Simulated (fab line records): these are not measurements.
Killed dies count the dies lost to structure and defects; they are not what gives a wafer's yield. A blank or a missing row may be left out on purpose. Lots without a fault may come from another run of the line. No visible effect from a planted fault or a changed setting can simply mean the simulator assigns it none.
Chamber matching | flow n5-finfet | rie-diel-05 running N5_BEOL_M3_ETCHBACK_99: 4 sister chambers
The step etches SiO2 in CHF3, target depth 5 nm, time 10.4 s. 8 wafers are shown with their chamber, then 10 later ones without.

EACH WAFER AND ITS CHAMBER
wafer  | chamber | drypump-motor-current-A (A) | rf-vpp-V (V)
L079.3 | 2       | 5.6                         | 247
L082.5 | 3       | 4.9                         | 247
L083.3 | 3       | 4.9                         | 247
L084.3 | 1       | 5.4                         | 247
L084.5 | 0       | 5.6                         | 236
L084.6 | 1       | 5.4                         | 247
L085.3 | 2       | 5.6                         | 245
L085.4 | 0       | 5.5                         | 238

WAFERS WITHOUT THEIR CHAMBER
wafer  | drypump-motor-current-A (A) | rf-vpp-V (V)
L085.6 | 5.5                         | 244
L087.1 | 5.4                         | 247
L087.2 | 5.6                         | 238
L087.5 | 5.5                         | 237
L090.4 | 5.6                         | 238
L090.5 | 4.9                         | 246
L090.6 | 5.6                         | 238
L094.1 | 4.9                         | 248
L094.2 | 5.6                         | 238
L094.6 | 5.4                         | 247

WHICH CHAMBER EACH ONE RAN IN
wafer  | from the rows above     | in truth
L085.6 | can't be placed: 2 or 1 | 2
L087.1 | 1                       | 1
L087.2 | 0                       | 0
L087.5 | 0                       | 0
L090.4 | 0                       | 0
L090.5 | 3                       | 3
L090.6 | 0                       | 0
L094.1 | 3                       | 3
L094.2 | 0                       | 0
L094.6 | 1                       | 1
Correctly placed: 9 of 10. Can't be placed from these rows: 1 (the true chamber is among the candidates in 1). Placed wrongly: 0.
How it was worked out, from the rows above alone: a wafer's distance from a chamber is the root of the sum, over the readings, of the square of ((its reading less the chamber's mean) divided by the reading's scatter). If the next closest chamber is less than 2 further off than the closest, the wafer can't be placed; otherwise it belongs to the closest. For every chamber, the mean is computed from those of its wafers that are shown. How the scatter is found: for the shown wafers, subtract from each reading the mean of its chamber, square and add these, divide the total by (wafers less chambers), then take the root.
